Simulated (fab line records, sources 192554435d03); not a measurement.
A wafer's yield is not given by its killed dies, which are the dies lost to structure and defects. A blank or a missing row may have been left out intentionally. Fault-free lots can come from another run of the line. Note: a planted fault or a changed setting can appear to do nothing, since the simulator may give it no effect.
fab line records	flow n5_finfet
record: lots: 9	wafers: 27	last_day: 18
route steps=1938 shown BEOL_M2@855 BEOL_M4@1111
lots that met no fault: taken from a fault-free run of the same line
start_h: hours from the record's first day to the start of the lot's first wafer shown	wait_h: hours from the lot's prior step to this one	" same as the row above	L1.1+2: several wafers, shown together as one row	- no value, or no start given	* or withheld: withheld	< > ~ a bound
route shown NAME@n: a module of which the file shows steps, and the number in the route of the first	usual: mean/standard deviation taken from wafers without a fault	same: alike in all rows	chamber/n: place in a boat	sites: the reading at each site	_std_site: the values' standard deviation	_edge_site: the outer-site mean with the inner-site mean subtracted	radius_mm: for every site, how far away it sits from the centre of the wafer	mask NAME#n: copy n	behind: the last tool/chamber to shape the wafer	hold: why the lot was held/for how many hours/how that ended	device: names the non-switching transistor (n, p or np)	end of line: the route-end tests of the same wafers	a step with no rows: only its recipe	killed: count of dies lost to structure and defects at first sort (not the wafer's yield)	map: shows each die of a wafer: x if killed, . if not, _ if none is there
set.NAME: the run value of the setting; set.NAME@STEP: its run value at that earlier step	model.NAME: the simulator's own value behind a step, which no gauge read
one table for each step of the route and one row for each wafer, over a sample of lots
services: a tool's chamber out of use, with start hour (start_h, from the record's first day; less than 0 if before it), hours out, and reason
== steps ==
step: N5_BEOL_M2_OVL_MEAS_12
recipe: points_per_wafer: 522
usual: M2_OVL: -0.2/0.6
lot.wafer	tool	chamber	start_h	wait_h	M2_OVL[nm]
L261.1	overlay-01	0	155.09	0.0	-1.2
L261.3	"	0	"	"	-0.9
L261.6	"	0	"	"	-0.8
L264.3	overlay-01	0	173.67	0.0	-0.1
L264.4	"	0	"	"	-0.4
L264.5	"	0	"	"	-0.4
L265.1	overlay-02	0	180.37	0.0	-0.3
L265.2	"	0	"	"	-0.3
L265.5	"	0	"	"	-0.7
L267.2	overlay-02	0	186.93	0.0	-1.1
L267.4	"	0	"	"	-0.8
L267.6	"	0	"	"	-0.5
L269.3	overlay-01	0	221.80	0.0	0.3
L269.4	"	0	"	"	-0.6
L269.5	"	0	"	"	-0.4
L274.1	overlay-02	0	226.23	0.0	0.5
L274.2	"	0	"	"	1.1
L274.3	"	0	"	"	0.3
L279.4	overlay-01	0	256.00	0.0	0.3
L279.5	"	0	"	"	-1.0
L279.6	"	0	"	"	-0.2
L278.3	overlay-02	0	256.17	0.0	-0.2
L278.4	"	0	"	"	0.2
L278.6	"	0	"	"	-0.9
L281.1	overlay-01	0	286.66	0.0	0.2
L281.4	"	0	"	"	0.0
L281.5	"	0	"	"	0.1
step: N5_BEOL_M2_STRIP_66
recipe: chemistry: CF4	resist: SiARC	power_w: 300	bias_power_w: 75	pressure_mtorr: 50	cf4_flow_sccm: 150	rf_frequency_hz: 6e+07
usual: bias_power_w: 74.98/0.23	drypump_motor_current_A: 5.8/0.63	oes_product_au: 0.75/0.07	rf_vpp_V: 270.7/1.4	showerhead_plenum_p_Torr: 1.78/0.054	throttle_valve_pct: 13.62/0.23
lot.wafer	tool	chamber	start_h	wait_h	bias_power_w	drypump_motor_current_A	oes_product_au	rf_hours_counter_h	rf_vpp_V	showerhead_plenum_p_Torr	throttle_valve_pct
L261.1	rie_diel-01	1	155.66	0.0	74.78	5.3	0.73	165	270.7	1.78	13.84
L261.3	"	2	"	"	74.68	6.7	0.76	158	270.4	1.81	13.57
L261.6	"	3	"	"	74.80	5.9	0.68	-	272.3	1.83	13.73
L264.3	rie_diel-01	1	173.96	0.0	75.30	5.3	0.73	172	271.4	1.78	13.85
L264.4	"	2	"	"	74.75	6.7	0.75	-	269.7	1.80	13.61
L264.5	"	3	"	"	75.53	5.9	0.67	-	270.7	1.83	13.73
L265.1	rie_diel-01	3	180.92	0.0	75.36	5.9	0.67	258	272.7	1.83	13.76
L265.2	"	0	"	"	75.12	6.2	0.98	2	273.0	1.90	13.02
L265.5	"	3	"	"	75.06	5.9	0.68	-	270.9	1.83	13.75
L267.2	rie_diel-06	3	187.39	0.0	74.98	4.8	0.76	138	270.1	1.72	13.44
L267.4	"	3	"	"	74.85	4.8	0.76	-	269.8	1.72	13.46
L267.6	"	2	"	"	75.43	5.3	0.83	-	268.9	1.74	13.24
L269.3	rie_diel-01	1	222.14	0.0	75.17	5.2	0.72	191	268.9	1.78	13.88
L269.4	"	0	"	"	75.32	6.2	0.92	-	273.2	1.89	13.06
L269.5	"	2	"	"	74.85	6.7	0.73	-	269.5	1.80	13.65
L274.1	rie_diel-05	1	226.65	0.0	75.13	6.0	0.80	83	272.1	1.74	13.57
L274.2	"	2	"	"	74.98	5.6	0.76	155	271.0	1.79	13.62
L274.3	"	3	"	"	74.79	6.7	0.71	221	269.5	1.71	13.82
L279.4	rie_diel-06	3	256.30	0.0	75.42	4.8	0.73	165	269.3	1.71	13.50
L279.5	"	2	"	"	74.92	5.3	0.80	-	268.3	1.74	13.31
L279.6	"	3	"	"	75.42	4.8	0.74	-	269.6	1.71	13.53
L278.3	rie_diel-05	1	256.46	0.0	74.82	5.9	0.78	97	271.3	1.74	13.61
L278.4	"	0	"	"	74.67	5.3	0.66	-	273.4	1.84	13.85
L278.6	"	3	"	"	75.01	6.7	0.69	-	267.9	1.70	13.87
L281.1	rie_diel-01	0	288.69	0.0	75.15	6.2	0.87	46	274.3	1.89	13.13
L281.4	"	2	"	"	74.66	6.7	0.73	212	269.4	1.79	13.71
L281.5	"	1	"	"	75.36	5.3	0.70	-	271.8	1.77	13.91
step: N5_BEOL_M2_ETCH_77
recipe: chemistry: N2/H2	target: underlayer	target_depth_a: 65	mask_material: CAR-EUV	time_s: 5.2	ion_energy_ev: 200	pressure_mtorr: 30	source_w: 840	bias_w: 150	n2_flow_sccm: 200	h2_flow_sccm: 200	ends: cleared
usual: drypump_motor_current_A: 5.8/0.64	etch_rf_on_time_s: 5.23/0.13	oes_product_au: 0.67/0.078	rf_vpp_V: 523.0/2.5	showerhead_plenum_p_Torr: 2.52/0.087	throttle_valve_pct: 17.87/0.2
lot.wafer	tool	chamber	start_h	wait_h	drypump_motor_current_A	etch_rf_on_time_s	oes_product_au	rf_hours_counter_h	rf_vpp_V	showerhead_plenum_p_Torr	throttle_valve_pct
L261.1	rie_diel-05	0	156.46	0.0	5.3	5.39	0.58	219	524.1	2.63	18.00
L261.3	"	2	"	"	5.6	5.09	0.67	129	525.4	2.54	17.73
L261.6	"	2	"	"	5.6	5.17	0.67	-	523.8	2.54	17.70
L264.3	rie_diel-05	3	174.79	0.0	6.7	7.14	0.52	204	520.6	2.41	18.04
L264.4	"	0	"	"	5.3	7.31	0.50	223	525.8	2.63	18.01
L264.5	"	0	"	"	5.2	7.39	0.49	-	524.8	2.63	18.02
L265.1	rie_diel-05	1	182.09	0.0	6.0	6.76	0.61	67	523.2	2.49	18.00
L265.2	"	3	"	"	6.7	7.20	0.52	206	521.8	2.41	18.04
L265.5	"	0	"	"	5.3	7.32	0.49	-	524.3	2.63	18.00
L267.2	rie_diel-05	1	188.28	0.0	6.0	6.76	0.61	70	520.1	2.49	18.01
L267.4	"	0	"	"	5.3	7.27	0.48	228	526.3	2.63	18.00
L267.6	"	0	"	"	5.3	7.33	0.49	-	525.4	2.63	17.97
L269.3	rie_diel-06	3	223.05	0.0	4.8	5.15	0.66	152	521.3	2.45	17.90
L269.4	"	2	"	"	5.3	5.26	0.68	-	521.4	2.47	17.60
L269.5	"	3	"	"	4.8	5.14	0.66	-	518.4	2.45	17.93
L274.1	rie_diel-01	0	227.50	0.0	6.2	5.05	0.80	24	528.8	2.72	17.60
L274.2	"	2	"	"	6.7	5.27	0.63	190	522.7	2.53	17.83
L274.3	"	3	"	"	5.9	5.01	0.85	2	524.7	2.60	17.43
L279.4	rie_diel-01	0	257.01	0.0	6.2	5.06	0.79	-	527.6	2.71	17.62
L279.5	"	3	"	"	5.9	5.01	0.81	-	526.4	2.59	17.44
L279.6	"	2	"	"	6.7	5.24	0.62	-	524.8	2.53	17.82
L278.3	rie_diel-05	3	257.16	0.0	6.7	5.28	0.60	236	520.3	2.40	18.11
L278.4	"	1	"	"	5.9	5.00	0.69	-	521.5	2.47	18.09
L278.6	"	0	"	"	5.3	5.36	0.56	-	527.1	2.62	18.08
L281.1	rie_diel-05	0	289.64	0.0	5.2	5.07	0.83	0	527.2	2.61	17.61
L281.4	"	3	"	"	6.7	5.28	0.59	244	519.5	2.39	18.14
L281.5	"	3	"	"	6.8	5.30	0.59	-	519.5	2.39	18.14
step: N5_BEOL_M2_STRIP_36
recipe: chemistry: N2/H2	power_w: 450	temp_c: 40	pressure_mtorr: 20	rf_frequency_hz: 6e+07	overash_fraction: 0.3	bias_power_w: 7	h2_frac: 0.5	n2_flow_sccm: 200	h2_flow_sccm: 200
usual: bias_power_w: 7.002/0.02	drypump_motor_current_A: 5.9/0.61	oes_product_au: 0.79/0.094	rf_vpp_V: 59.1/1.4	showerhead_plenum_p_Torr: 2.53/0.087	throttle_valve_pct: 23.65/0.23
lot.wafer	tool	chamber	start_h	wait_h	bias_power_w	drypump_motor_current_A	oes_product_au	rf_hours_counter_h	rf_vpp_V	showerhead_plenum_p_Torr	throttle_valve_pct
L261.1	rie_diel-06	0	160.90	0.0	6.984	6.4	0.73	156	58.2	2.44	23.69
L261.3	"	1	"	"	6.988	5.8	0.67	247	61.2	2.62	23.79
L261.6	"	2	"	"	7.005	5.3	0.86	-	56.8	2.48	23.45
L264.3	rie_diel-05	3	175.89	0.0	6.998	6.7	0.72	204	57.7	2.41	23.92
L264.4	"	1	"	"	6.964	6.0	0.85	64	61.6	2.48	23.97
L264.5	"	1	"	"	6.984	6.0	0.84	-	58.8	2.48	23.95
L265.1	rie_diel-05	1	185.18	0.0	6.987	5.9	0.84	69	60.1	2.48	23.96
L265.2	"	2	"	"	7.005	5.5	0.78	140	58.7	2.53	23.50
L265.5	"	2	"	"	6.970	5.6	0.76	-	56.7	2.53	23.48
L267.2	rie_diel-01	1	190.62	0.0	6.991	5.3	0.72	179	59.6	2.52	23.76
L267.4	"	0	"	"	7.053	6.2	0.98	-	57.3	2.72	23.57
L267.6	"	1	"	"	6.984	5.2	0.72	-	58.7	2.52	23.78
L269.3	rie_diel-01	3	225.83	0.0	7.025	5.9	1.01	1	59.3	2.59	23.15
L269.4	"	2	"	"	6.997	6.7	0.75	189	59.9	2.53	23.57
L269.5	"	3	"	"	6.993	5.9	0.99	-	58.5	2.59	23.13
L274.1	rie_diel-05	2	228.40	0.0	7.042	5.6	0.77	155	59.3	2.52	23.52
L274.2	"	0	"	"	7.014	5.2	0.68	241	58.5	2.62	23.82
L274.3	"	3	"	"	7.015	6.7	0.73	222	58.5	2.40	23.97
L279.4	rie_diel-01	2	258.85	0.0	6.984	6.7	0.75	-	59.4	2.53	23.56
L279.5	"	3	"	"	6.966	5.9	0.95	-	60.2	2.59	23.15
L279.6	"	0	"	"	6.958	6.2	0.91	-	59.9	2.71	23.59
L278.3	rie_diel-01	1	261.43	0.0	7.010	5.2	0.70	203	58.9	2.51	23.82
L278.4	"	0	"	"	7.013	6.2	0.90	35	61.0	2.71	23.62
L278.6	"	1	"	"	7.002	5.2	0.70	-	64.0	2.51	23.79
L281.1	rie_diel-01	3	295.93	0.0	7.011	5.9	0.91	27	59.4	2.58	23.18
L281.4	"	2	"	"	7.015	6.7	0.72	214	58.0	2.52	23.60
L281.5	"	3	"	"	7.022	5.9	0.91	-	57.4	2.58	23.15
step: N5_BEOL_M4_RC_MEAS_101
usual: DIBL_N: 36.5/2	DIBL_P: 36.5/2.3	IOFF_N: 0.16/0.036	IOFF_P: 0.21/0.037	ION_N: 672/12	ION_P: 459/7.1	SS_N: 71.6/0.73	SS_P: 73.4/0.76	VT_N: 250/3.3	VT_P: -250.5/2.9
lot.wafer	tool	chamber	start_h	wait_h	DIBL_N[mV/V]	DIBL_P[mV/V]	IOFF_N[nA/um]	IOFF_P[nA/um]	ION_N[uA/um]	ION_P[uA/um]	SS_N[mV/dec]	SS_P[mV/dec]	VT_N[mV]	VT_P[mV]
L261.1	prober-02	0	189.55	0.0	36.7	36.7	0.18	0.21	680	458	71.9	73.9	246	-251.4
L261.3	"	0	"	"	34.8	35.0	0.14	0.19	679	463	71.4	73.4	251	-252.9
L261.6	"	0	"	"	35.7	36.1	0.16	0.20	670	464	71.3	73.5	249	-251.7
L264.3	prober-02	0	201.96	0.3	37.3	35.9	0.20	0.24	665	450	71.8	73.2	244	-250.3
L264.4	"	0	"	"	36.1	35.1	0.18	0.24	679	467	71.3	73.1	249	-250.9
L264.5	"	0	"	"	35.4	33.9	0.17	0.21	689	470	71.3	73.8	246	-248.8
L265.1	prober-01	0	223.32	0.0	36.5	35.9	0.14	0.19	661	453	72.5	72.6	251	-252.4
L265.2	"	0	"	"	38.1	39.1	0.18	0.24	683	469	72.6	73.7	249	-247.1
L265.5	"	0	"	"	37.2	37.3	0.16	0.21	671	459	72.4	73.2	249	-249.2
L267.2	prober-02	0	229.58	0.2	37.6	38.5	0.18	0.23	675	461	72.6	74.5	248	-248.7
L267.4	"	0	"	"	36.0	36.5	0.15	0.19	680	461	71.7	73.3	249	-250.3
L267.6	"	0	"	"	33.6	33.9	0.11	0.16	664	451	70.6	72.6	255	-253.8
L269.3	prober-02	0	260.43	0.3	36.6	37.2	0.17	0.23	676	463	71.1	73.9	250	-246.2
L269.4	"	0	"	"	37.1	38.2	0.18	0.26	684	472	71.7	74.3	246	-246.0
L269.5	"	0	"	"	34.2	34.3	0.12	0.18	663	460	70.6	72.4	255	-249.6
L274.1	prober-02	0	262.70	0.0	37.0	35.9	0.15	0.20	671	459	72.1	73.0	251	-251.3
L274.2	"	0	"	"	37.3	34.9	0.14	0.19	645	444	71.8	72.9	253	-251.0
L274.3	"	0	"	"	39.1	38.0	0.19	0.25	681	464	71.4	73.8	249	-246.2
L279.4	prober-01	0	297.56	0.5	39.5	41.0	0.23	0.29	697	475	71.6	74.7	243	-246.4
L279.5	"	0	"	"	36.8	37.8	0.18	0.24	688	464	71.4	73.5	246	-246.8
L279.6	"	0	"	"	34.2	34.2	0.12	0.17	664	459	71.0	72.8	254	-250.7
L278.3	prober-02	0	298.06	0.3	36.7	36.8	0.15	0.20	670	454	71.4	73.5	253	-255.1
L278.4	"	0	"	"	38.1	38.8	0.17	0.22	671	458	71.5	73.9	248	-251.8
L278.6	"	0	"	"	38.2	38.9	0.17	0.23	678	458	72.2	73.0	249	-251.8
L281.1	prober-01	0	332.06	0.0	38.1	40.2	0.19	0.21	671	457	71.6	75.2	249	-250.8
L281.4	"	0	"	"	39.1	40.6	0.22	0.23	682	457	72.8	74.2	246	-251.5
L281.5	"	0	"	"	38.8	41.3	0.21	0.23	675	456	72.4	74.7	248	-248.9
== services ==
tool	chamber	start_h	hours	kind
rie_diel-01	0	153.21	-	clean
rie_diel-01	0	153.21	-	consumable_replace:focus_ring
rie_diel-01	0	153.21	-	consumable_replace:showerhead
rie_diel-01	0	153.21	21.3	scheduled_down
rie_diel-01	0	153.21	21.3	vent_cycle
rie_diel-05	0	156.68	4.6	repair
rie_diel-06	0	176.57	2.9	repair
rie_diel-01	3	183.44	7.2	repair
rie_diel-01	3	190.78	-	clean
rie_diel-01	3	190.78	-	consumable_replace:esc
rie_diel-01	3	190.78	-	consumable_replace:focus_ring
rie_diel-01	3	190.78	31.4	scheduled_down
rie_diel-01	3	190.78	31.4	vent_cycle
rie_diel-06	1	199.25	14.5	repair
rie_diel-06	-	209.18	0.3	repair
rie_diel-06	-	210.01	4.8	repair
rie_diel-06	1	216.20	8.8	repair
rie_diel-06	2	216.94	4.0	repair
rie_diel-06	0	227.20	14.4	repair
rie_diel-05	-	236.83	0.2	repair
rie_diel-06	2	241.76	6.5	repair
rie_diel-01	1	255.42	3.4	repair
rie_diel-01	2	270.68	4.7	repair
rie_diel-05	-	273.86	14.6	pm
== key ==
first_sign: step: N5_BEOL_M2_ETCH_77	reading: etch_rf_on_time_s	direction: up	sigmas: 15	usual: *	struck: *
effect: step: N5_BEOL_M2_ETCH_77	reading: oes_product_au	direction: down	sigmas: 1.8	usual: 0.67	struck: 0.52
met_at N5_BEOL_M2_ETCH_77
struck_lots L264,L265,L267
not_acting_at N5_BEOL_M2_OVL_MEAS_12,N5_BEOL_M2_STRIP_66,N5_BEOL_M2_STRIP_36
onset_between 156.46 174.79
fault: kind: process_parameter_drift	tool: rie_diel-05	chamber: -	onset_h: 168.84	steps: N5_BEOL_M2_ETCH_77	channel: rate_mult	offset: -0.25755	shape: step	end_h: 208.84
